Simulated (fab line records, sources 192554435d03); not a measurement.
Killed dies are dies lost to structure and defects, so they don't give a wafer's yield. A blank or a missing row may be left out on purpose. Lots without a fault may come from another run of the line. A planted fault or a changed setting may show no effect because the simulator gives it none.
fab line records | flow n5_finfet
record lots=24 wafers=72 last_day=17
route steps=1938 shown BEOL_M1@814
lots that met no fault: from a run of the same line without faults
start_h: hours from the record's first day to the start of the lot's first wafer shown | wait_h: hours since the lot's step before | " the same as in the row above | L1.1+2: a row that stands for several wafers | - no value, or no start given | * or withheld: withheld | < > ~ a bound
route shown NAME@n: a module of which the file shows steps, and the number in the route of the first | usual: mean/standard deviation of fault-free wafers | same: alike in all rows | chamber/n: place in a boat | sites: the reading at each site | _std_site: their standard deviation | _edge_site: outer sites' mean less inner sites' | radius_mm: how far each site lies from the wafer's centre | mask NAME#n: copy n | behind: the tool/chamber that last shaped the wafer | hold: why the lot was held/for how many hours/how that ended | device: the transistor (n, p or np) that didn't switch | end of line: the same wafers' tests at the end of the route | a step without rows: its recipe alone | killed: dies lost to structure and defects at the first sort, not the wafer's yield | map: a wafer's dies, x killed, . not, _ none there
set.NAME: the setting as run; set.NAME@STEP: as run at that earlier step | model.NAME: the simulator's own value behind a step, which no gauge read
steps of the route over a sample of lots; a table a step, a row a wafer
services: from which hour (start_h, from the record's first day; less than 0 if before it) a tool's chamber was out of use, for how many hours, and why
## steps
# step N5_BEOL_M1_SPUTTER_48
# recipe material=Cu target_thk_a=45 temp_c=-20 chamber_pressure_pa=0.07 power_w=withheld time_s=8.29
# usual throttle_valve_pct=29.8/1
# columns lot.wafer tool chamber start_h wait_h throttle_valve_pct
L076.3 pvd_sputter-02 - 136.06 1.9 27.8
L076.5 " - " " 30.7
L076.6 " - " " 29.4
L074.2 pvd_sputter-03 - 139.45 0.1 29.7
L074.4 " - " " 30.2
L074.5 " - " " 28.6
L075.1 pvd_sputter-02 - 139.59 0.1 27.9
L075.2 " - " " 29.6
L075.5 " - " " 29.7
L077.2 pvd_sputter-02 - 148.94 0.1 29.6
L077.3 " - " " 31.1
L077.4 " - " " 27.7
L078.2 pvd_sputter-03 - 152.85 0.2 30.0
L078.3 " - " " 30.1
L078.4 " - " " 29.7
L079.2 pvd_sputter-02 - 155.18 0.1 29.4
L079.3 " - " " 28.0
L079.6 " - " " 29.4
L080.3 pvd_sputter-02 - 166.86 0.1 29.5
L080.4 " - " " 31.0
L080.6 " - " " 30.8
L081.3 pvd_sputter-02 - 171.54 0.3 30.8
L081.4 " - " " 29.5
L081.6 " - " " 29.6
L082.1 pvd_sputter-02 - 174.34 0.2 30.8
L082.2 " - " " 29.6
L082.3 " - " " 27.8
L083.2 pvd_sputter-01 - 178.66 0.2 29.2
L083.5 " - " " 31.6
L083.6 " - " " 31.1
L084.2 pvd_sputter-03 - 186.86 0.2 29.4
L084.3 " - " " 30.0
L084.4 " - " " 30.2
L085.1 pvd_sputter-02 - 195.52 0.2 31.2
L085.4 " - " " 27.9
L085.5 " - " " 29.3
L086.1 pvd_sputter-02 - 206.12 0.2 29.7
L086.2 " - " " 29.8
L086.6 " - " " 29.6
L088.2 pvd_sputter-01 - 214.31 0.2 29.2
L088.5 " - " " 30.1
L088.6 " - " " 31.1
L087.1 pvd_sputter-02 - 218.84 0.5 30.9
L087.2 " - " " 27.9
L087.4 " - " " 29.5
L089.1 pvd_sputter-03 - 227.82 0.1 29.7
L089.4 " - " " 30.0
L089.6 " - " " 29.4
L090.1 pvd_sputter-03 - 233.26 0.2 29.5
L090.3 " - " " 29.9
L090.5 " - " " 29.1
L091.2 pvd_sputter-01 - 233.76 0.5 31.5
L091.4 " - " " 29.6
L091.6 " - " " 31.8
L092.2 pvd_sputter-03 - 244.34 0.1 30.1
L092.4 " - " " 30.2
L092.6 " - " " 29.9
L094.1 pvd_sputter-02 - 245.63 0.7 31.0
L094.5 " - " " 27.7
L094.6 " - " " 29.6
L093.2 pvd_sputter-03 - 246.18 0.9 30.1
L093.3 " - " " 29.5
L093.5 " - " " 28.8
L095.1 pvd_sputter-02 - 251.05 1.3 29.6
L095.2 " - " " 27.6
L095.5 " - " " 29.7
L096.2 pvd_sputter-01 - 261.19 0.3 29.9
L096.4 " - " " 29.0
L096.6 " - " " 30.9
L097.3 pvd_sputter-01 - 267.59 0.5 29.3
L097.5 " - " " 31.6
L097.6 " - " " 29.2
# step N5_BEOL_M1_SPUTTER_86
# recipe material=Cu target_thk_a=45 temp_c=-20 chamber_pressure_pa=0.07 power_w=withheld time_s=8.29
# usual throttle_valve_pct=29.8/1
# columns lot.wafer tool chamber start_h wait_h throttle_valve_pct
L076.3 pvd_sputter-02 - 136.72 0.1 27.8
L076.5 " - " " 30.7
L076.6 " - " " 29.8
L074.2 pvd_sputter-03 - 140.11 0.1 29.3
L074.4 " - " " 30.3
L074.5 " - " " 28.9
L075.1 pvd_sputter-02 - 140.25 0.1 27.9
L075.2 " - " " 29.7
L075.5 " - " " 29.6
L077.2 pvd_sputter-02 - 149.60 0.1 29.7
L077.3 " - " " 31.1
L077.4 " - " " 27.6
L078.2 pvd_sputter-03 - 153.51 0.1 29.9
L078.3 " - " " 29.9
L078.4 " - " " 29.7
L079.2 pvd_sputter-02 - 155.84 0.1 29.2
L079.3 " - " " 27.9
L079.6 " - " " 29.4
L080.3 pvd_sputter-02 - 167.52 0.1 29.6
L080.4 " - " " 30.8
L080.6 " - " " 31.4
L081.3 pvd_sputter-02 - 172.20 0.1 31.3
L081.4 " - " " 29.4
L081.6 " - " " 29.4
L082.1 pvd_sputter-02 - 175.00 0.1 31.2
L082.2 " - " " 29.6
L082.3 " - " " 27.9
L083.2 pvd_sputter-01 - 179.32 0.1 29.4
L083.5 " - " " 31.9
L083.6 " - " " 31.0
L084.2 pvd_sputter-03 - 187.52 0.1 29.5
L084.3 " - " " 29.8
L084.4 " - " " 30.0
L085.1 pvd_sputter-02 - 196.18 0.1 30.9
L085.4 " - " " 27.8
L085.5 " - " " 29.3
L086.1 pvd_sputter-02 - 206.78 0.1 29.5
L086.2 " - " " 29.8
L086.6 " - " " 29.6
L088.2 pvd_sputter-01 - 214.97 0.1 29.2
L088.5 " - " " 29.6
L088.6 " - " " 31.1
L087.1 pvd_sputter-02 - 219.50 0.1 31.0
L087.2 " - " " 28.0
L087.4 " - " " 29.4
L089.1 pvd_sputter-03 - 228.48 0.1 29.4
L089.4 " - " " 30.1
L089.6 " - " " 29.7
L090.1 pvd_sputter-03 - 233.92 0.1 29.3
L090.3 " - " " 29.9
L090.5 " - " " 29.6
L091.2 pvd_sputter-01 - 234.42 0.1 31.5
L091.4 " - " " 29.9
L091.6 " - " " 31.6
L092.2 pvd_sputter-03 - 245.00 0.1 30.0
L092.4 " - " " 30.1
L092.6 " - " " 29.9
L094.1 pvd_sputter-02 - 246.29 0.1 31.0
L094.5 " - " " 27.9
L094.6 " - " " 29.6
L093.2 pvd_sputter-03 - 246.84 0.1 30.0
L093.3 " - " " 29.5
L093.5 " - " " 28.6
L095.1 pvd_sputter-02 - 251.71 0.1 29.9
L095.2 " - " " 27.5
L095.5 " - " " 29.6
L096.2 pvd_sputter-01 - 261.85 0.1 29.7
L096.4 " - " " 29.0
L096.6 " - " " 30.9
L097.3 pvd_sputter-01 - 268.25 0.1 29.4
L097.5 " - " " 31.7
L097.6 " - " " 29.0
# step N5_BEOL_M1_ANNEAL_89
# recipe temp_c=400 time_s=240 ambient=vacuum
# usual heater_power_w=808/59
# columns lot.wafer tool chamber start_h wait_h heater_power_w
L076.3 pvd_sputter-02 - 137.02 0.0 930
L076.5 " - " " 758
L076.6 " - " " 862
L074.2 pvd_sputter-03 - 140.41 0.0 803
L074.4 " - " " 780
L074.5 " - " " 777
L075.1 pvd_sputter-02 - 140.55 0.0 921
L075.2 " - " " 758
L075.5 " - " " 840
L077.2 pvd_sputter-02 - 149.90 0.0 772
L077.3 " - " " 742
L077.4 " - " " 949
L078.2 pvd_sputter-03 - 153.81 0.0 766
L078.3 " - " " 730
L078.4 " - " " 772
L079.2 pvd_sputter-02 - 156.14 0.0 758
L079.3 " - " " 936
L079.6 " - " " 789
L080.3 pvd_sputter-02 - 167.82 0.0 753
L080.4 " - " " 755
L080.6 " - " " 778
L081.3 pvd_sputter-02 - 172.50 0.0 754
L081.4 " - " " 785
L081.6 " - " " 768
L082.1 pvd_sputter-02 - 175.30 0.0 746
L082.2 " - " " 769
L082.3 " - " " 937
L083.2 pvd_sputter-01 - 179.62 0.0 852
L083.5 " - " " 826
L083.6 " - " " 914
L084.2 pvd_sputter-03 - 187.82 0.0 809
L084.3 " - " " 735
L084.4 " - " " 789
L085.1 pvd_sputter-02 - 196.48 0.0 762
L085.4 " - " " 926
L085.5 " - " " 879
L086.1 pvd_sputter-02 - 207.08 0.0 869
L086.2 " - " " 798
L086.6 " - " " 792
L088.2 pvd_sputter-01 - 215.27 0.0 857
L088.5 " - " " 827
L088.6 " - " " 858
L087.1 pvd_sputter-02 - 219.80 0.0 774
L087.2 " - " " 936
L087.4 " - " " 880
L089.1 pvd_sputter-03 - 228.78 0.0 817
L089.4 " - " " 782
L089.6 " - " " 806
L090.1 pvd_sputter-03 - 234.22 0.0 802
L090.3 " - " " 777
L090.5 " - " " 809
L091.2 pvd_sputter-01 - 234.72 0.0 807
L091.4 " - " " 826
L091.6 " - " " 793
L092.2 pvd_sputter-03 - 245.30 0.0 787
L092.4 " - " " 720
L092.6 " - " " 701
L094.1 pvd_sputter-02 - 246.59 0.0 785
L094.5 " - " " 916
L094.6 " - " " 777
L093.2 pvd_sputter-03 - 247.14 0.0 717
L093.3 " - " " 801
L093.5 " - " " 767
L095.1 pvd_sputter-02 - 252.01 0.0 778
L095.2 " - " " 919
L095.5 " - " " 770
L096.2 pvd_sputter-01 - 262.15 0.0 827
L096.4 " - " " 859
L096.6 " - " " 856
L097.3 pvd_sputter-01 - 268.55 0.0 838
L097.5 " - " " 804
L097.6 " - " " 829
# step N5_BEOL_M1_SPUTTER_94
# recipe material=Cu target_thk_a=45 temp_c=-20 chamber_pressure_pa=0.07 power_w=withheld time_s=8.29
# usual throttle_valve_pct=29.8/1
# columns lot.wafer tool chamber start_h wait_h throttle_valve_pct
L076.3 pvd_sputter-02 - 137.60 0.1 28.0
L076.5 " - " " 31.0
L076.6 " - " " 29.4
L074.2 pvd_sputter-03 - 140.99 0.1 29.9
L074.4 " - " " 29.8
L074.5 " - " " 28.9
L075.1 pvd_sputter-02 - 141.13 0.1 27.8
L075.2 " - " " 29.7
L075.5 " - " " 29.2
L077.2 pvd_sputter-02 - 150.48 0.1 29.6
L077.3 " - " " 30.9
L077.4 " - " " 27.7
L078.2 pvd_sputter-03 - 154.39 0.1 30.1
L078.3 " - " " 30.2
L078.4 " - " " 29.6
L079.2 pvd_sputter-02 - 156.72 0.1 29.8
L079.3 " - " " 27.9
L079.6 " - " " 29.5
L080.3 pvd_sputter-02 - 168.40 0.1 29.5
L080.4 " - " " 31.0
L080.6 " - " " 30.9
L081.3 pvd_sputter-02 - 173.08 0.1 31.0
L081.4 " - " " 29.6
L081.6 " - " " 29.5
L082.1 pvd_sputter-02 - 175.88 0.1 30.9
L082.2 " - " " 29.6
L082.3 " - " " 27.9
L083.2 pvd_sputter-01 - 180.20 0.1 29.4
L083.5 " - " " 31.7
L083.6 " - " " 30.7
L084.2 pvd_sputter-03 - 188.40 0.1 29.6
L084.3 " - " " 30.0
L084.4 " - " " 30.1
L085.1 pvd_sputter-02 - 197.06 0.1 31.3
L085.4 " - " " 27.9
L085.5 " - " " 29.5
L086.1 pvd_sputter-02 - 207.66 0.1 29.7
L086.2 " - " " 30.0
L086.6 " - " " 29.4
L088.2 pvd_sputter-01 - 215.85 0.1 29.5
L088.5 " - " " 29.7
L088.6 " - " " 31.1
L087.1 pvd_sputter-02 - 220.38 0.1 31.3
L087.2 " - " " 28.0
L087.4 " - " " 29.3
L089.1 pvd_sputter-03 - 229.36 0.1 29.6
L089.4 " - " " 29.9
L089.6 " - " " 29.3
L090.1 pvd_sputter-03 - 234.80 0.1 29.6
L090.3 " - " " 30.0
L090.5 " - " " 29.7
L091.2 pvd_sputter-01 - 235.30 0.1 31.5
L091.4 " - " " 29.7
L091.6 " - " " 31.7
L092.2 pvd_sputter-03 - 245.88 0.1 30.2
L092.4 " - " " 30.1
L092.6 " - " " 30.1
L094.1 pvd_sputter-02 - 247.17 0.1 31.1
L094.5 " - " " 27.8
L094.6 " - " " 29.3
L093.2 pvd_sputter-03 - 247.72 0.1 30.3
L093.3 " - " " 29.5
L093.5 " - " " 28.9
L095.1 pvd_sputter-02 - 252.59 0.1 29.8
L095.2 " - " " 27.8
L095.5 " - " " 29.7
L096.2 pvd_sputter-01 - 262.73 0.1 30.0
L096.4 " - " " 29.1
L096.6 " - " " 31.1
L097.3 pvd_sputter-01 - 269.13 0.1 29.1
L097.5 " - " " 31.9
L097.6 " - " " 29.4
# step N5_BEOL_M1_CMP_52
# recipe stop_on=SiOC t_overpolish_s=6.8 down_force_psi=1 platen_rpm=50 clearing_platen_down_force_psi=1.5 clearing_platen_rpm=50 post_cmp_clean=cu_alkaline target_thk_nm=40 clearing_platen_pad_velocity_m_s=0.99484 pad_velocity_m_s=0.99484
# usual barrier_field_endpoint_s=24.6/0.81 motor_current_A=6.2/0.63 overpolish_run_s=6.800/0.0095 pad_life_wafers=1437/490 platen_rpm=50.00/0.035 slurry_filter_dp_kPa=13.49/0.15 time_to_endpoint_s=62/4.5
# columns lot.wafer tool chamber start_h wait_h barrier_field_endpoint_s motor_current_A overpolish_run_s pad_life_wafers platen_rpm slurry_filter_dp_kPa time_to_endpoint_s
L076.3 cmp-02 2 138.38 0.2 23.5 6.7 6.792 1022 49.96 13.44 57
L076.6 " 0 " " 24.7 6.6 6.798 - 49.95 13.43 66
L076.5 " 1 " " 25.1 6.3 6.801 - 49.96 13.57 62
L074.4 cmp-01 2 141.74 0.2 24.5 6.7 6.792 619 50.06 13.42 59
L074.2 " 3 " " 24.5 6.3 6.799 620 49.94 13.69 59
L074.5 " 1 " " 24.6 5.4 6.795 - 49.98 13.77 60
L075.1 cmp-02 2 142.07 0.3 23.1 6.8 6.796 1058 49.98 13.37 58
L075.2 " 3 " " 23.7 5.1 6.804 1059 49.97 13.70 63
L075.5 " 0 " " 25.0 6.0 6.797 - 50.01 13.21 65
L077.4 cmp-01 0 151.23 0.2 24.2 6.9 6.805 709 49.99 13.56 65
L077.3 " 1 " " 24.4 5.6 6.799 710 50.01 13.51 63
L077.2 " 2 " " 23.5 6.9 6.793 711 49.94 13.50 62
L078.3 cmp-03 0 155.19 0.2 27.6 7.2 6.825 1794 49.95 13.42 78
L078.4 " 2 " " 26.7 6.5 6.811 1796 49.95 13.30 68
L078.2 " 3 " " 25.0 6.8 6.794 1797 49.91 13.39 59
L079.3 cmp-01 2 157.47 0.2 24.5 6.5 6.812 757 50.01 13.41 63
L079.2 " 0 " " 25.0 6.6 6.798 759 49.96 13.58 60
L079.6 " 2 " " 24.3 6.2 6.780 - 50.01 13.67 62
L080.3 cmp-02 0 169.11 0.2 25.5 6.4 6.800 1212 49.94 13.64 64
L080.4 " 1 " " 24.8 6.1 6.801 1213 49.94 13.39 63
L080.6 " 0 " " 25.5 6.0 6.792 - 49.99 13.77 64
L081.4 cmp-03 3 173.83 0.2 24.2 6.8 6.819 1939 49.99 13.26 59
L081.3 " 1 " " 23.8 5.7 6.812 1941 50.04 13.52 64
L081.6 " 2 " " 24.8 6.1 6.802 - 50.03 13.48 71
L082.1 cmp-03 2 177.03 0.7 24.9 6.6 6.799 1963 49.97 13.27 66
L082.3 " 3 " " 23.7 6.9 6.781 1964 49.98 13.47 54
L082.2 " 0 " " 26.3 7.3 6.809 1965 49.96 13.40 73
L083.2 cmp-02 3 180.96 0.2 23.9 5.3 6.810 1297 50.05 13.34 61
L083.6 " 2 " " 23.7 7.2 6.781 - 49.97 13.55 57
L083.5 " 3 " " 23.6 5.0 6.806 - 50.01 13.26 59
L084.4 cmp-02 2 189.30 0.2 24.3 7.1 6.792 1387 49.98 13.56 54
L084.3 " 3 " " 24.4 5.3 6.792 1388 50.05 13.42 62
L084.2 " 0 " " 25.2 6.0 6.807 1389 50.00 13.49 65
L085.1 cmp-02 3 200.45 0.5 24.3 5.2 6.800 1488 50.01 13.44 57
L085.4 " 2 " " 23.7 7.3 6.803 1491 50.02 13.59 53
L085.5 " 3 " " 24.7 5.4 6.796 - 49.97 13.73 56
L086.2 cmp-01 0 209.68 0.4 24.2 6.6 6.797 1183 50.03 13.51 62
L086.1 " 1 " " 24.8 5.9 6.797 1184 49.99 13.44 61
L086.6 " 3 " " 25.5 6.2 6.807 - 49.99 13.32 66
L088.2 cmp-02 1 216.87 0.4 25.0 6.2 6.788 1627 50.00 13.61 63
L088.6 " 0 " " 26.7 6.0 6.808 - 50.03 13.36 68
L088.5 " 1 " " 25.6 6.2 6.795 - 50.00 13.45 64
L087.4 cmp-01 2 221.41 0.3 24.0 6.3 6.781 1309 49.99 13.45 58
L087.1 " 3 " " 24.5 6.4 6.803 1310 50.02 13.39 60
L087.2 " 0 " " 24.1 6.8 6.794 1311 49.99 13.53 59
L089.4 cmp-02 1 230.11 0.2 24.7 6.2 6.826 1699 49.99 13.54 60
L089.1 " 2 " " 23.3 6.9 6.813 1700 49.99 13.60 54
L089.6 " 1 " " 24.7 6.1 6.808 - 50.04 13.43 61
L090.3 cmp-02 0 236.06 0.6 25.2 5.9 6.800 1764 50.01 13.32 65
L090.1 " 3 " " 24.3 5.2 6.803 1767 50.01 13.49 64
L090.5 " 1 " " 24.3 6.0 6.802 - 49.98 13.59 62
L091.2 cmp-02 0 236.32 0.5 25.2 6.3 6.802 1771 50.03 13.56 63
L091.4 " 1 " " 24.6 6.3 6.800 1772 49.94 13.78 59
L091.6 " 3 " " 24.1 4.9 6.791 - 50.02 13.77 58
L092.4 cmp-02 1 246.60 0.1 24.9 6.2 6.812 1866 49.99 13.64 61
L092.2 " 2 " " 24.0 7.2 6.800 1867 49.92 13.60 58
L092.6 " 2 " " 23.8 6.8 6.789 - 50.01 13.54 55
L094.1 cmp-02 1 247.96 0.3 24.5 6.0 6.796 1874 50.03 13.49 62
L094.5 " 3 " " 24.0 5.4 6.796 - 49.98 13.43 60
L094.6 " 0 " " 24.8 6.1 6.806 - 50.04 13.56 63
L093.2 cmp-02 2 248.44 0.2 24.1 6.8 6.795 1878 49.97 13.87 54
L093.3 " 0 " " 24.3 5.8 6.807 1880 50.00 13.42 63
L093.5 " 3 " " 24.2 5.4 6.772 - 49.96 13.24 60
L095.1 cmp-02 1 253.34 0.3 25.3 6.2 6.798 1933 50.02 13.21 64
L095.2 " 2 " " 23.8 7.4 6.814 1934 50.13 13.52 58
L095.5 " 0 " " 24.7 6.4 6.786 - 49.97 13.46 66
L096.2 cmp-03 1 263.90 0.4 24.6 5.6 6.806 241 49.99 13.70 62
L096.4 " 3 " " 23.4 6.7 6.799 243 49.97 13.34 55
L096.6 " 1 " " 24.8 5.9 6.818 - 50.03 13.53 63
L097.3 cmp-02 3 269.88 0.2 25.0 5.1 6.804 2077 50.02 13.31 60
L097.6 " 2 " " 24.0 7.0 6.795 - 50.01 13.18 55
L097.5 " 3 " " 24.5 5.3 6.784 - 50.06 13.45 61
# step N5_BEOL_M1_THK_MEAS_53
# recipe thk_meas_gauge=xrf reads=Cu_of_BEOL_M1_ECD_50
# usual M1_THK=39.9/1.8
# columns lot.wafer tool chamber start_h wait_h M1_THK[nm]
L076.3 film_metro-02 - 138.60 - 38.3
L076.5 " - " " 41.6
L076.6 " - " " 41.4
L074.2 film_metro-01 - 142.00 - 40.2
L074.4 " - " " 42.4
L074.5 " - " " 38.7
L075.1 film_metro-01 - 142.28 - 36.9
L075.2 " - " " 37.8
L075.5 " - " " 41.0
L077.2 film_metro-01 - 151.49 - 39.9
L077.3 " - " " 38.1
L077.4 " - " " 39.4
L078.2 film_metro-01 - 155.49 - 37.3
L078.3 " - " " 42.8
L078.4 " - " " 41.0
L079.2 film_metro-01 - 157.73 - 38.2
L079.3 " - " " 37.0
L079.6 " - " " 39.6
L080.3 film_metro-02 - 169.41 - 40.3
L080.4 " - " " 43.4
L080.6 " - " " 44.5
L081.3 film_metro-01 - 174.09 - 39.2
L081.4 " - " " 37.2
L081.6 " - " " 40.0
L082.1 film_metro-01 - 177.29 - 39.7
L082.2 " - " " 44.0
L082.3 " - " " 37.3
L083.2 film_metro-01 - 181.21 - 37.2
L083.5 " - " " 38.6
L083.6 " - " " 38.9
L084.2 film_metro-01 - 189.56 - 40.2
L084.3 " - " " 38.5
L084.4 " - " " 37.7
L085.1 film_metro-01 - 200.74 - 39.8
L085.4 " - " " 40.0
L085.5 " - " " 40.0
L086.1 film_metro-02 - 209.94 - 39.1
L086.2 " - " " 40.5
L086.6 " - " " 41.1
L088.2 film_metro-02 - 217.13 - 38.7
L088.5 " - " " 40.8
L088.6 " - " " 42.1
L087.1 film_metro-02 - 221.66 - 41.5
L087.2 " - " " 40.4
L087.4 " - " " 43.0
L089.1 film_metro-01 - 230.36 - 36.8
L089.4 " - " " 42.3
L089.6 " - " " 40.6
L090.1 film_metro-01 - 236.35 - 41.2
L090.3 " - " " 41.9
L090.5 " - " " 40.2
L091.2 film_metro-02 - 236.58 - 39.9
L091.4 " - " " 40.7
L091.6 " - " " 39.9
L092.2 film_metro-02 - 246.89 - 37.5
L092.4 " - " " 43.0
L092.6 " - " " 40.2
L094.1 film_metro-01 - 248.18 - 38.4
L094.5 " - " " 40.5
L094.6 " - " " 37.9
L093.2 film_metro-02 - 248.73 - 37.5
L093.3 " - " " 38.1
L093.5 " - " " 39.5
L095.1 film_metro-02 - 253.60 - 41.4
L095.2 " - " " 38.9
L095.5 " - " " 44.0
L096.2 film_metro-02 - 264.16 - 39.3
L096.4 " - " " 37.5
L096.6 " - " " 40.5
L097.3 film_metro-01 - 270.13 - 39.6
L097.5 " - " " 41.3
L097.6 " - " " 37.8
## services
# columns tool chamber start_h hours kind
pvd_sputter-01 - 113.29 2.6 repair
pvd_sputter-01 - 116.88 4.3 repair
cmp-02 - 118.29 2.6 repair
cmp-02 - 144.83 5.2 repair
cmp-01 - 180.63 0.8 repair
cmp-01 - 190.22 0.7 repair
cmp-03 - 192.32 4.0 pm
cmp-03 - 196.32 - consumable_replace:conditioner
cmp-03 - 196.32 - consumable_replace:pad
cmp-03 - 216.22 32.0 repair
cmp-01 - 232.64 7.4 pm
cmp-02 - 241.29 2.6 repair
cmp-03 - 248.23 5.1 pm
cmp-01 - 252.04 3.5 pm
## key
fault none
